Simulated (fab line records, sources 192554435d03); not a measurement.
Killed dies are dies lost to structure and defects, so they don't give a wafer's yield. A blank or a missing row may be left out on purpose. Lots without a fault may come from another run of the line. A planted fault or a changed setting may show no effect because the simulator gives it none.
A struck lot beside a sound one | flow n5_finfet | 39 steps out of a route of 1938
Sound: wafers L535.2, L535.5, L535.6. Struck: wafer L544.3. (L544.2, L544.5 of the same lot were not struck and are left out.) The cause comes at the end.
At each step with rows: each side's tool, then ch and its chambers, then its first start. Under that, the readings that differ: sound wafers | struck wafers | difference of the means | sigmas: that difference in standard deviations of wafers without a fault.
alike: readings whose means differ by less than 2 such deviations, and words and numbers that are the same on both sides. not compared: withheld readings, readings that some wafer has no value for, bounds like >300 that may hide the same value, and numbers for which the record gives no deviation and whose values overlap.
The two part at a step that has a row with sigmas, a row that says differs or no value, or rows on one side only. Numbers that don't overlap but have no deviation are shown without sigmas and don't part them. A reading that every wafer of one side lacks parts them only if that side has two wafers or more.

first, 9 steps without rows for these wafers: N5_HKMG_FIN_PEB_10 (peb time 60 s); N5_HKMG_FIN_DEVELOP_11 (develop time 30 s); N5_HKMG_FIN_DESCUM_17 (chemistry O2, time 7.9 s); N5_HKMG_FIN_ETCH_31 (etches SiARC in CF4, target depth 45.5 nm, time 75.8 s); N5_HKMG_FIN_ETCH_32 (etches SOC in N2/H2, target depth 240 nm, time 300 s); N5_HKMG_FIN_STRIP_33 (strips in N2/H2); N5_HKMG_FIN_STRIP_34 (strips in CF4); N5_HKMG_FIN_ETCH_35 (etches SOC in N2/H2, target depth 215.8 nm, time 243.4 s); N5_HKMG_FIN_STRIP_92 (strips SOC in N2/H2, time 20 s).
N5_HKMG_FIN_WET_ETCH_18: etches TiN in SC1, time 55 s, target depth 5.2 nm, rinse time 30 s.
  sound on wet_bench-05 ch 1,3,4, day 5 17:23; struck on wet_bench-05 ch 0, day 8 01:36
  not compared: bath_guard_temp_C
then, 27 steps without rows for these wafers: N5_HKMG_FIN_STRIP_19 (strips in N2/H2, time 360 s); N5_HKMG_FIN_ALD_91 (deposits TiN, target thk 1 nm, pulse time 1 s, purge time 3 s); N5_HKMG_FIN_COAT_85 (time 60 s, resist thk 300 nm); N5_HKMG_FIN_ETCH_86 (etches SOC in N2/H2, stops on TiN, target depth 393.2 nm); N5_HKMG_FIN_STRIP_89 (strips SOC in N2/H2, time 20 s); N5_HKMG_FIN_WET_ETCH_87 (etches TiN in SC1, time 154.2 s, target depth 4.7 nm, rinse time 30 s); N5_HKMG_FIN_STRIP_88 (strips in N2/H2, time 360 s); N5_HKMG_FIN_NWFM_ALD_20 (deposits TiAlC, target thk 2 nm, pulse time 3 s, purge time 2 s); N5_HKMG_FIN_ALD_71 (deposits TiN, target thk 1 nm, pulse time 1 s, purge time 3 s); N5_HKMG_FIN_COAT_66 (time 60 s, resist thk 300 nm); N5_HKMG_FIN_ETCH_67 (etches SOC in N2/H2, stops on TiN, target depth 388.9 nm); N5_HKMG_FIN_STRIP_90 (strips SOC in N2/H2, time 20 s); N5_HKMG_FIN_WET_ETCH_73 (etches the open film in SC1, time 42.3 s, target depth 1.3 nm, rinse time 30 s); N5_HKMG_FIN_ETCHBACK_68 (etches the open film in Cl2/Ar, stops on HfO2, target depth 0.5 nm); N5_HKMG_FIN_STRIP_69 (strips in N2/H2, time 360 s); N5_HKMG_FIN_ALD_21 (deposits TiN, target thk 1.5 nm, pulse time 1 s, purge time 3 s); N5_HKMG_FIN_ALD_72 (deposits W, target thk 2 nm, pulse time 1 s, purge time 2 s); N5_HKMG_FIN_W_FILL_22 (material W, target thk 60 nm, time 18.2 s); N5_HKMG_FIN_PRECLEAN_83 (cleans in DIW, time 57.5 s); N5_HKMG_FIN_SRD_84 (dry time 32 s); N5_HKMG_FIN_CMP_23 (polishes, stops on SiNx, t overpolish 10 s, target thk 46.326 nm); N5_HKMG_FIN_CMP_94 (polishes, stops on SiNx, t overpolish 4.7 s, target thk 43.299 nm); N5_GATE_CUT_ETCHBACK_00 (etches W in SF6/Cl2); N5_GATE_CUT_ETCH_56 (etches TiN in Cl2/Ar, target depth 21.6 nm); N5_GATE_CUT_ETCHBACK_30 (etches TiN in Cl2/Ar, target depth 3 nm); N5_GATE_CUT_VAPOR_ETCH_60 (etches HfO2 in BCl3/Cl2); N5_GATE_CUT_ETCH_58 (etches SiNx in CH3F/O2, target depth 17 nm, time 128.6 s).
-- the record jumps here: 4 days lie between the struck wafers' starts before and after (it left off in module GATE_CUT and takes up again in module BEOL_M4, whose first step shown is number 1111 of the route) --
N5_BEOL_M4_RC_MEAS_101:
  sound on prober-01 ch 0, day 9 13:05; struck on prober-02 ch 0, day 12 01:05
  reading             | sound                     | struck   | difference | sigmas
  DIBL_P (mV/V)       | 37.9 40.2 39.3            | 34.0     | -5.1       | -3
  IOFF_N (nA/um)      | 0.170 0.198 0.174         | 0.005    | -0.176     | -7
  IOFF_N_85C (nA/um)  | 3.2 3.6 3.4               | 0.2      | -3.2       | -8
  IOFF_N_LIN (nA/um)  | 0.078 0.089 0.080         | 0.002    | -0.080     | -8
  IOFF_N_LONG (nA/um) | 5.72e-05 5.7e-05 5.69e-05 | 2.18e-05 | -3.52e-05  | -17
  IOFF_P (nA/um)      | 0.231 0.263 0.245         | 0.185    | -0.061     | -2
  ION_N (uA/um)       | 676 683 674               | 472      | -206       | -21
  SS_N (mV/dec)       | 72.4 71.8 72.2            | 71.0     | -1.1       | -2
  SS_P (mV/dec)       | 73.5 74.4 74.0            | 72.5     | -1.5       | -3
  VT_N (mV)           | 250.0 247.6 248.1         | 346.5    | +97.9      | +36
  VT_N_LONG (mV)      | 273.8 276.9 271.5         | 369.8    | +95.7      | +44
  VT_N_LVT (mV)       | 98.2 94.5 97.9            | 193.5    | +96.6      | +33
  alike: DIBL_N, ION_P, VT_P
-- the record jumps here: 4 days lie between the struck wafers' starts before and after (it left off in module BEOL_M4 and takes up again in module PASSIVATION, whose first step shown is number 1936 of the route) --
N5_PASSIVATION_PROBE_49:
  sound on prober-01, day 13 17:11; struck on prober-02, day 16 08:24
  reading              | sound          | struck | difference | sigmas
  killed_at_M4_up      | 14 14 16       | 27     | +12        | +2
  killed_at_front_end  | 57 58 62       | 28     | -31        | -3
  sort_bin_8_speed (%) | 0 0 0          | 90.76  | +90.76     |
  sort_n_pass          | 1057 1069 1069 | 0      | -1065      | -67
  sort_yield_pct (%)   | 89.6 90.6 90.6 | 0      | -90        | -64
  alike: defect_limited_yield, killed_at_M0_to_M3, killed_at_contacts, killed_at_other, killed_dies, killed_open, killed_short, sort_bin_5_function, sort_bin_6_memory

WHERE THEY PART
First at N5_BEOL_M4_RC_MEAS_101; last, within this record, at N5_PASSIVATION_PROBE_49.

WHY: what the simulator had put in
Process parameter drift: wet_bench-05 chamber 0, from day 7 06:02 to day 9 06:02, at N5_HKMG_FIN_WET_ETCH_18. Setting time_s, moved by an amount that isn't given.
